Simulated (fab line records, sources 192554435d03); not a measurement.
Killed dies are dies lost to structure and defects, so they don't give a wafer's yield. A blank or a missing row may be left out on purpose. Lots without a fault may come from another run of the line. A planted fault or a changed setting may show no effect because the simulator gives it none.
Which tool did it? | flow n5_finfet | 24 lots, 72 wafers sampled, at 6 steps of a route of 1938

WHAT THE GAUGES READ, wafer by wafer
N5_FIN_SAQP_CD_MEAS_31: target cd 8 nm. Usual: cd_nm 8.13 nm, standard deviation 0.23.
lot  | measured    | on        | cd_nm (nm)     | flag
L074 | day 2 01:23 | cd_sem-03 | 8.22 8.09 8.33 |
L075 | day 2 08:21 | cd_sem-03 | 7.99 8.32 8.06 |
L076 | day 2 14:06 | cd_sem-01 | 8.14 8.11 8.02 |
L077 | day 2 20:34 | cd_sem-03 | 8.08 8.00 8.16 |
L078 | day 3 05:17 | cd_sem-01 | 7.68 7.83 8.12 |
L079 | day 3 08:22 | cd_sem-02 | 8.20 8.05 8.29 |
L080 | day 3 13:54 | cd_sem-02 | 7.93 8.36 7.86 |
L081 | day 3 20:07 | cd_sem-02 | 8.04 8.35 8.14 |
L082 | day 4 01:44 | cd_sem-02 | 7.65 7.85 8.29 |
L083 | day 4 08:10 | cd_sem-02 | 8.61 7.97 8.03 |
L084 | day 4 13:37 | cd_sem-03 | 7.82 8.14 8.13 |
L085 | day 4 20:10 | cd_sem-03 | 7.76 8.23 8.15 |
L086 | day 5 01:03 | cd_sem-03 | 7.99 8.27 7.59 |
L087 | day 5 09:32 | cd_sem-01 | 8.12 8.35 8.46 |
L088 | day 5 14:56 | cd_sem-01 | 8.53 7.89 7.99 |
L089 | day 5 20:11 | cd_sem-02 | 8.09 7.96 8.19 |
L090 | day 6 03:07 | cd_sem-02 | 8.25 8.33 8.74 |
L091 | day 6 08:02 | cd_sem-03 | 7.95 8.60 8.19 |
L092 | day 6 12:48 | cd_sem-03 | 8.20 8.26 8.20 |
L093 | day 6 19:25 | cd_sem-01 | 8.48 8.30 7.97 |
L094 | day 7 01:56 | cd_sem-03 | 8.15 8.21 8.26 |
L095 | day 7 08:20 | cd_sem-03 | 7.97 8.17 8.01 |
L096 | day 7 13:10 | cd_sem-02 | 7.81 8.03 7.94 |
L097 | day 7 19:43 | cd_sem-03 | 8.06 8.19 8.24 |

WHICH TOOL RAN EACH LOT (tool, then ch and the chambers of the sampled wafers, then the start)
lot  | N5_FIN_SAQP_ALD_61               | N5_FIN_SAQP_DENSIFY_62          | N5_FIN_SAQP_PECVD_47           | N5_FIN_SAQP_MANDREL1_REMOVE_56  | N5_FIN_SAQP_SPACER2_ETCHBACK_29
L074 | ald_sin-04 ch 0,1, day 1 20:07   | rtp_anneal-02 ch 0, day 1 20:21 | pecvd-03 ch 1,2, day 1 20:40   | rie_si-04 ch 0,3, day 1 23:37   | rie_diel-06 ch 0,1,3, day 2 01:12
L075 | ald_sin-04 ch 0,3, day 2 03:16   | rtp_anneal-01 ch 0, day 2 03:33 | pecvd-01 ch 0,1, day 2 03:52   | rie_si-01 ch 1,3, day 2 06:38   | rie_diel-05 ch 1,3, day 2 08:08
L076 | ald_sin-03 ch 0,3, day 2 08:23   | rtp_anneal-01 ch 0, day 2 08:46 | pecvd-03 ch 0,1, day 2 09:07   | rie_si-01 ch 0,1,2, day 2 12:10 | rie_diel-02 ch 1,3, day 2 13:54
L077 | ald_sin-01 ch 1,2,3, day 2 14:49 | rtp_anneal-01 ch 0, day 2 15:01 | pecvd-02 ch 0,1,2, day 2 15:21 | rie_si-04 ch 1,2,3, day 2 18:30 | rie_diel-02 ch 0,1,3, day 2 20:22
L078 | ald_sin-01 ch 2,3, day 2 21:40   | rtp_anneal-01 ch 0, day 2 21:59 | pecvd-01 ch 0,2, day 2 22:21   | rie_si-04 ch 0,2,3, day 3 03:02 | rie_diel-06 ch 2,3, day 3 05:05
L079 | ald_sin-01 ch 0,1, day 3 03:26   | rtp_anneal-02 ch 0, day 3 03:42 | pecvd-01 ch 1,2, day 3 03:59   | rie_si-01 ch 0,1,2, day 3 06:40 | rie_diel-06 ch 1,2, day 3 08:10
L080 | ald_sin-01 ch 0,2,3, day 3 08:43 | rtp_anneal-02 ch 0, day 3 08:58 | pecvd-01 ch 0,1,2, day 3 09:15 | rie_si-04 ch 1,3, day 3 11:57   | rie_diel-06 ch 0,1,3, day 3 13:42
L081 | ald_sin-03 ch 1,2, day 3 15:19   | rtp_anneal-02 ch 0, day 3 15:35 | pecvd-03 ch 0,1, day 3 15:52   | rie_si-01 ch 0,1,3, day 3 18:23 | rie_diel-06 ch 0,3, day 3 19:54
L082 | ald_sin-03 ch 0,3, day 3 20:40   | rtp_anneal-02 ch 0, day 3 20:55 | pecvd-03 ch 0, day 3 21:13     | rie_si-03 ch 1,2,3, day 4 00:04 | rie_diel-05 ch 0,2,3, day 4 01:33
L083 | ald_sin-01 ch 1,2, day 4 03:05   | rtp_anneal-01 ch 0, day 4 03:19 | pecvd-02 ch 1,2, day 4 03:38   | rie_si-04 ch 0,1,2, day 4 06:31 | rie_diel-06 ch 1,2, day 4 07:58
L084 | ald_sin-03 ch 0,2,3, day 4 08:19 | rtp_anneal-02 ch 0, day 4 08:31 | pecvd-01 ch 0,2, day 4 08:53   | rie_si-03 ch 0,2, day 4 11:52   | rie_diel-05 ch 0,2,3, day 4 13:25
L085 | ald_sin-01 ch 0,1,2, day 4 14:56 | rtp_anneal-01 ch 0, day 4 15:09 | pecvd-02 ch 0,1, day 4 15:41   | rie_si-04 ch 0,2,3, day 4 18:30 | rie_diel-06 ch 1,2,3, day 4 19:58
L086 | ald_sin-01 ch 0,1,2, day 4 19:56 | rtp_anneal-02 ch 0, day 4 20:11 | pecvd-03 ch 2, day 4 20:31     | rie_si-01 ch 1,2,3, day 4 23:22 | rie_diel-02 ch 1,2, day 5 00:51
L087 | ald_sin-03 ch 0,3, day 5 03:34   | rtp_anneal-02 ch 0, day 5 04:00 | pecvd-01 ch 1,2, day 5 04:20   | rie_si-01 ch 1,2, day 5 06:58   | rie_diel-06 ch 1,2, day 5 09:20
L088 | ald_sin-04 ch 1,2, day 5 09:49   | rtp_anneal-01 ch 0, day 5 10:06 | pecvd-03 ch 0,1,2, day 5 10:34 | rie_si-01 ch 0,2,3, day 5 13:14 | rie_diel-02 ch 2,3, day 5 14:44
L089 | ald_sin-01 ch 0,2, day 5 14:53   | rtp_anneal-02 ch 0, day 5 15:11 | pecvd-03 ch 0,1,2, day 5 15:31 | rie_si-01 ch 1,3, day 5 18:08   | rie_diel-05 ch 0,1,3, day 5 19:59
L090 | ald_sin-03 ch 0,1,2, day 5 21:13 | rtp_anneal-02 ch 0, day 5 21:27 | pecvd-03 ch 0,2, day 5 21:46   | rie_si-03 ch 1,3, day 6 00:18   | rie_diel-05 ch 0,1,3, day 6 02:55
L091 | ald_sin-01 ch 0,1,3, day 6 02:53 | rtp_anneal-01 ch 0, day 6 03:15 | pecvd-01 ch 1,2, day 6 03:34   | rie_si-04 ch 1,3, day 6 06:15   | rie_diel-05 ch 0,3, day 6 07:49
L092 | ald_sin-01 ch 0,2,3, day 6 07:57 | rtp_anneal-02 ch 0, day 6 08:15 | pecvd-02 ch 0,1,2, day 6 08:31 | rie_si-01 ch 0,3, day 6 11:08   | rie_diel-02 ch 2,3, day 6 12:36
L093 | ald_sin-04 ch 1,3, day 6 14:10   | rtp_anneal-01 ch 0, day 6 14:22 | pecvd-02 ch 0,1, day 6 14:42   | rie_si-01 ch 1,2, day 6 17:35   | rie_diel-05 ch 0,2, day 6 19:13
L094 | ald_sin-01 ch 0,1,3, day 6 20:28 | rtp_anneal-02 ch 0, day 6 20:40 | pecvd-03 ch 1,2, day 6 21:01   | rie_si-03 ch 0,1,2, day 7 00:17 | rie_diel-05 ch 0,2,3, day 7 01:45
L095 | ald_sin-01 ch 1,2,3, day 7 02:44 | rtp_anneal-01 ch 0, day 7 03:03 | pecvd-02 ch 0,1, day 7 03:26   | rie_si-04 ch 0,2,3, day 7 06:28 | rie_diel-06 ch 0,2,3, day 7 08:08
L096 | ald_sin-01 ch 0,1,2, day 7 08:10 | rtp_anneal-01 ch 0, day 7 08:26 | pecvd-03 ch 0,1, day 7 08:43   | rie_si-03 ch 1,2,3, day 7 11:21 | rie_diel-05 ch 1,2, day 7 12:58
L097 | ald_sin-01 ch 1,2, day 7 14:23   | rtp_anneal-01 ch 0, day 7 14:37 | pecvd-03 ch 0, day 7 14:55     | rie_si-03 ch 0,2, day 7 17:38   | rie_diel-06 ch 0,1,3, day 7 19:31
- N5_FIN_SAQP_ALD_61: deposits SiO2, target thk 4 nm, pulse time 1 s, purge time 2 s.
- N5_FIN_SAQP_DENSIFY_62: time 60 s.
- N5_FIN_SAQP_PECVD_47: deposits a-Si from SiH4/He, target thk 45 nm, time 36.3 s.
- N5_FIN_SAQP_MANDREL1_REMOVE_56: chemistry HBr/Cl2/O2, target a-Si, stops on SiNx, bt time 10 s.
- N5_FIN_SAQP_SPACER2_ETCHBACK_29: etches SiO2 in CHF3/O2, target depth 12.2 nm, time 6.1 s.

WHAT THE TOOLS THEMSELVES READ (means of the sampled wafers that have a number; where no wafer has one, the mark that the record gives instead)
N5_FIN_SAQP_ALD_61. Usual: heater_power_w 463 W, standard deviation 67; precursor_pulse_height_rel 0.998, standard deviation 0.02.
lot  | tool       | heater_power_w (W) | precursor_pulse_height_rel | flag
L074 | ald_sin-04 | 462                | 1.012                      |
L075 | ald_sin-04 | 418                | 0.993                      |
L076 | ald_sin-03 | 436                | 0.993                      |
L077 | ald_sin-01 | 507                | 0.980                      |
L078 | ald_sin-01 | 541                | 0.987                      |
L079 | ald_sin-01 | 441                | 1.006                      |
L080 | ald_sin-01 | 524                | 0.998                      |
L081 | ald_sin-03 | 352                | 0.990                      |
L082 | ald_sin-03 | 422                | 0.993                      |
L083 | ald_sin-01 | 464                | 1.007                      |
L084 | ald_sin-03 | 391                | 0.997                      |
L085 | ald_sin-01 | 480                | 0.993                      |
L086 | ald_sin-01 | 483                | 1.004                      |
L087 | ald_sin-03 | 449                | 0.984                      |
L088 | ald_sin-04 | 468                | 1.005                      |
L089 | ald_sin-01 | 493                | 1.011                      |
L090 | ald_sin-03 | 397                | 0.995                      |
L091 | ald_sin-01 | 477                | 1.010                      |
L092 | ald_sin-01 | 519                | 0.988                      |
L093 | ald_sin-04 | 405                | 0.994                      |
L094 | ald_sin-01 | 478                | 1.001                      |
L095 | ald_sin-01 | 506                | 0.993                      |
L096 | ald_sin-01 | 483                | 1.030                      |
L097 | ald_sin-01 | 507                | 0.989                      |

N5_FIN_SAQP_DENSIFY_62. Usual: lamp_power_pct 9.85 %, standard deviation 0.056; lamp_zone_1_pct 9.846 %, standard deviation 0.011; wafer_temp_C_max 703.3, standard deviation 0.66.
lot  | tool          | lamp_power_pct (%) | lamp_zone_1_pct (%) | wafer_temp_C_max | flag
L074 | rtp_anneal-02 | 9.88               | 9.848               | 703.1            |
L075 | rtp_anneal-01 | 9.87               | 9.851               | 703.6            |
L076 | rtp_anneal-01 | 9.85               | 9.854               | 703.3            |
L077 | rtp_anneal-01 | 9.83               | 9.855               | 703.1            |
L078 | rtp_anneal-01 | 9.84               | 9.838               | 703.1            |
L079 | rtp_anneal-02 | 9.87               | 9.839               | 703.2            |
L080 | rtp_anneal-02 | 9.83               | 9.857               | 703.5            |
L081 | rtp_anneal-02 | 9.78               | 9.849               | 702.9            |
L082 | rtp_anneal-02 | 9.81               | 9.847               | 703.4            |
L083 | rtp_anneal-01 | 9.85               | 9.853               | 703.2            |
L084 | rtp_anneal-02 | 9.85               | 9.848               | 703.1            |
L085 | rtp_anneal-01 | 9.76               | 9.843               | 703.6            |
L086 | rtp_anneal-02 | 9.86               | 9.842               | 703.2            |
L087 | rtp_anneal-02 | 9.82               | 9.838               | 704.2            |
L088 | rtp_anneal-01 | 9.82               | 9.840               | 703.3            |
L089 | rtp_anneal-02 | 9.88               | 9.841               | 703.4            |
L090 | rtp_anneal-02 | 9.91               | 9.852               | 703.3            |
L091 | rtp_anneal-01 | 9.80               | 9.845               | 703.3            |
L092 | rtp_anneal-02 | 9.89               | 9.852               | 703.1            |
L093 | rtp_anneal-01 | 9.81               | 9.838               | 703.3            |
L094 | rtp_anneal-02 | 9.86               | 9.840               | 703.8            |
L095 | rtp_anneal-01 | 9.87               | 9.845               | 703.8            |
L096 | rtp_anneal-01 | 9.82               | 9.859               | 703.4            |
L097 | rtp_anneal-01 | 9.87               | 9.844               | 703.0            |

N5_FIN_SAQP_PECVD_47. Usual: heater_power_w 804 W, standard deviation 63; rf_fwd_power_W 99.0 W, standard deviation 0.47; showerhead_plenum_p_Torr 5.70 Torr, standard deviation 0.066; throttle_valve_pct 18.1 %, standard deviation 0.83.
lot  | tool     | heater_power_w (W) | rf_fwd_power_W (W) | showerhead_plenum_p_Torr (Torr) | throttle_valve_pct (%) | flag
L074 | pecvd-03 | 861                | 99.3               | 5.73                            | 18.7                   |
L075 | pecvd-01 | 907                | 99.2               | 5.66                            | 18.0                   |
L076 | pecvd-03 | 769                | 98.8               | 5.73                            | 18.2                   |
L077 | pecvd-02 | 790                | 98.5               | 5.63                            | 17.6                   |
L078 | pecvd-01 | 773                | 99.3               | 5.69                            | 18.4                   |
L079 | pecvd-01 | 878                | 99.5               | 5.69                            | 19.3                   |
L080 | pecvd-01 | 825                | 98.9               | 5.69                            | 18.6                   |
L081 | pecvd-03 | 812                | 98.6               | 5.77                            | 17.7                   |
L082 | pecvd-03 | 790                | 98.4               | 5.81                            | 17.5                   |
L083 | pecvd-02 | 736                | 98.3               | 5.61                            | 17.4                   |
L084 | pecvd-01 | 822                | 99.0               | 5.70                            | 19.2                   |
L085 | pecvd-02 | 705                | 98.7               | 5.63                            | 17.8                   |
L086 | pecvd-03 | 865                | 99.5               | 5.75                            | 17.3                   |
L087 | pecvd-01 | 745                | 99.7               | 5.71                            | 19.5                   |
L088 | pecvd-03 | 813                | 99.1               | 5.75                            | 17.9                   |
L089 | pecvd-03 | 812                | 98.8               | 5.76                            | 17.8                   |
L090 | pecvd-03 | 790                | 99.5               | 5.76                            | 17.3                   |
L091 | pecvd-01 | 792                | 99.4               | 5.71                            | 19.4                   |
L092 | pecvd-02 | 753                | 98.6               | 5.64                            | 17.7                   |
L093 | pecvd-02 | 788                | 98.6               | 5.60                            | 17.8                   |
L094 | pecvd-03 | 844                | 99.2               | 5.71                            | 18.4                   |
L095 | pecvd-02 | 735                | 99.0               | 5.62                            | 17.7                   |
L096 | pecvd-03 | 828                | 98.5               | 5.77                            | 17.8                   |
L097 | pecvd-03 | 788                | 98.4               | 5.80                            | 17.3                   |

N5_FIN_SAQP_MANDREL1_REMOVE_56. Usual: drypump_motor_current_A 5.6 A, standard deviation 0.6; oes_product_au 0.998 a.u., standard deviation 0.016; rf_fwd_power_W 596.9 W, standard deviation 2.1; throttle_valve_pct 36.69 %, standard deviation 0.28.
lot  | tool      | drypump_motor_current_A (A) | oes_product_au (a.u.) | rf_fwd_power_W (W) | throttle_valve_pct (%) | flag
L074 | rie_si-04 | 5.6                         | 1.007                 | 596.3              | 36.74                  |
L075 | rie_si-01 | 6.1                         | 1.006                 | 595.6              | 36.67                  |
L076 | rie_si-01 | 5.9                         | 1.014                 | 596.9              | 36.58                  |
L077 | rie_si-04 | 5.0                         | 0.987                 | 596.4              | 36.70                  |
L078 | rie_si-04 | 5.4                         | 0.989                 | 598.6              | 36.52                  |
L079 | rie_si-01 | 5.9                         | 1.015                 | 597.4              | 36.56                  |
L080 | rie_si-04 | 5.3                         | 1.005                 | 598.4              | 36.93                  |
L081 | rie_si-01 | 6.1                         | 1.008                 | 597.2              | 36.56                  |
L082 | rie_si-03 | 5.6                         | 0.982                 | 597.5              | 36.91                  |
L083 | rie_si-04 | 5.2                         | 0.987                 | 596.9              | 36.57                  |
L084 | rie_si-03 | 5.0                         | 1.010                 | 598.2              | 37.06                  |
L085 | rie_si-04 | 5.4                         | 0.991                 | 595.5              | 36.51                  |
L086 | rie_si-01 | 6.1                         | 1.003                 | 598.0              | 36.55                  |
L087 | rie_si-01 | 5.9                         | 1.014                 | 596.9              | 36.68                  |
L088 | rie_si-01 | 6.1                         | 1.007                 | 596.9              | 36.44                  |
L089 | rie_si-01 | 6.4                         | 1.004                 | 596.1              | 36.55                  |
L090 | rie_si-03 | 5.8                         | 0.990                 | 597.2              | 36.89                  |
L091 | rie_si-04 | 5.0                         | 0.989                 | 598.2              | 36.99                  |
L092 | rie_si-01 | 6.1                         | 1.005                 | 596.0              | 36.47                  |
L093 | rie_si-01 | 5.9                         | 1.001                 | 599.5              | 36.67                  |
L094 | rie_si-03 | 5.1                         | 0.997                 | 595.8              | 36.97                  |
L095 | rie_si-04 | 5.4                         | 1.001                 | 596.2              | 36.52                  |
L096 | rie_si-03 | 5.6                         | 0.984                 | 595.5              | 36.92                  |
L097 | rie_si-03 | 5.0                         | 0.995                 | 597.5              | 37.06                  |

N5_FIN_SAQP_SPACER2_ETCHBACK_29. Usual: drypump_motor_current_A 5.6 A, standard deviation 0.58; oes_f_703_au 0.79 a.u., standard deviation 0.088; oes_product_au 0.78 a.u., standard deviation 0.095; rf_fwd_power_W 645.9 W, standard deviation 2.4; rf_vpp_V 522 V, standard deviation 13; showerhead_plenum_p_Torr 2.42 Torr, standard deviation 0.076; throttle_valve_pct 18.8 %, standard deviation 0.31.
lot  | tool        | drypump_motor_current_A (A) | oes_f_703_au (a.u.) | oes_product_au (a.u.) | rf_fwd_power_W (W) | rf_vpp_V (V) | showerhead_plenum_p_Torr (Torr) | throttle_valve_pct (%) | flag
L074 | rie_diel-06 | 5.6                         | 0.82                | 0.82                  | 644.8              | 527          | 2.48                            | 18.8                   |
L075 | rie_diel-05 | 5.0                         | 0.72                | 0.71                  | 643.1              | 515          | 2.39                            | 18.7                   |
L076 | rie_diel-02 | 5.9                         | 0.82                | 0.84                  | 642.1              | 526          | 2.46                            | 18.7                   |
L077 | rie_diel-02 | 5.8                         | 0.84                | 0.85                  | 644.2              | 529          | 2.44                            | 18.7                   |
L078 | rie_diel-06 | 6.5                         | 0.74                | 0.73                  | 645.7              | 521          | 2.43                            | 19.2                   |
L079 | rie_diel-06 | 6.0                         | 0.74                | 0.72                  | 647.2              | 504          | 2.33                            | 19.3                   |
L080 | rie_diel-06 | 5.5                         | 0.81                | 0.79                  | 646.0              | 525          | 2.47                            | 18.8                   |
L081 | rie_diel-06 | 6.1                         | 0.80                | 0.80                  | 648.2              | 533          | 2.51                            | 18.8                   |
L082 | rie_diel-05 | 5.4                         | 0.79                | 0.79                  | 645.8              | 522          | 2.41                            | 18.8                   |
L083 | rie_diel-06 | 6.0                         | 0.74                | 0.72                  | 646.4              | 503          | 2.33                            | 19.3                   |
L084 | rie_diel-05 | 5.4                         | 0.78                | 0.79                  | 647.4              | 523          | 2.40                            | 18.8                   |
L085 | rie_diel-06 | 6.1                         | 0.73                | 0.71                  | 648.0              | 514          | 2.39                            | 19.1                   |
L086 | rie_diel-02 | 5.8                         | 0.80                | 0.80                  | 647.6              | 546          | 2.50                            | 18.7                   |
L087 | rie_diel-06 | 5.6                         | 0.72                | 0.68                  | 645.2              | 507          | 2.35                            | 19.0                   |
L088 | rie_diel-02 | 5.6                         | 0.86                | 0.87                  | 646.7              | 528          | 2.47                            | 18.5                   |
L089 | rie_diel-05 | 5.2                         | 0.73                | 0.74                  | 647.0              | 516          | 2.38                            | 18.7                   |
L090 | rie_diel-05 | 5.1                         | 0.74                | 0.73                  | 646.7              | 515          | 2.38                            | 18.7                   |
L091 | rie_diel-05 | 5.3                         | 0.77                | 0.77                  | 649.6              | 517          | 2.37                            | 18.7                   |
L092 | rie_diel-02 | 5.6                         | 0.84                | 0.84                  | 645.7              | 529          | 2.47                            | 18.5                   |
L093 | rie_diel-05 | 5.3                         | 0.81                | 0.81                  | 648.3              | 518          | 2.39                            | 18.7                   |
L094 | rie_diel-05 | 5.4                         | 0.76                | 0.76                  | 646.9              | 522          | 2.40                            | 18.8                   |
L095 | rie_diel-06 | 6.0                         | 0.78                | 0.77                  | 645.8              | 523          | 2.44                            | 19.0                   |
L096 | rie_diel-05 | 5.1                         | 0.92                | 0.91                  | 643.4              | 516          | 2.39                            | 18.4                   |
L097 | rie_diel-06 | 5.6                         | 0.77                | 0.75                  | 643.7              | 524          | 2.46                            | 18.8                   |

THE ANSWER, worked out from the rows above alone
Rule: a lot is off if the mean of its wafers that have a number lies more than 3 standard deviations from the usual mean. A lot without any number at a reading at which 4 lots or more have one is off too. The other lots that the step has rows for count as sound. The gauges are gone through in route order, then the tools' own readings, and for those a lot's mean is taken as printed above. The first step at which some lot is off is used, and at that step the reading that is off furthest; a lot without a number counts as furthest.
No lot is off at any reading shown: from this, nothing can be told.

WHAT THE SIMULATOR HAD PUT IN
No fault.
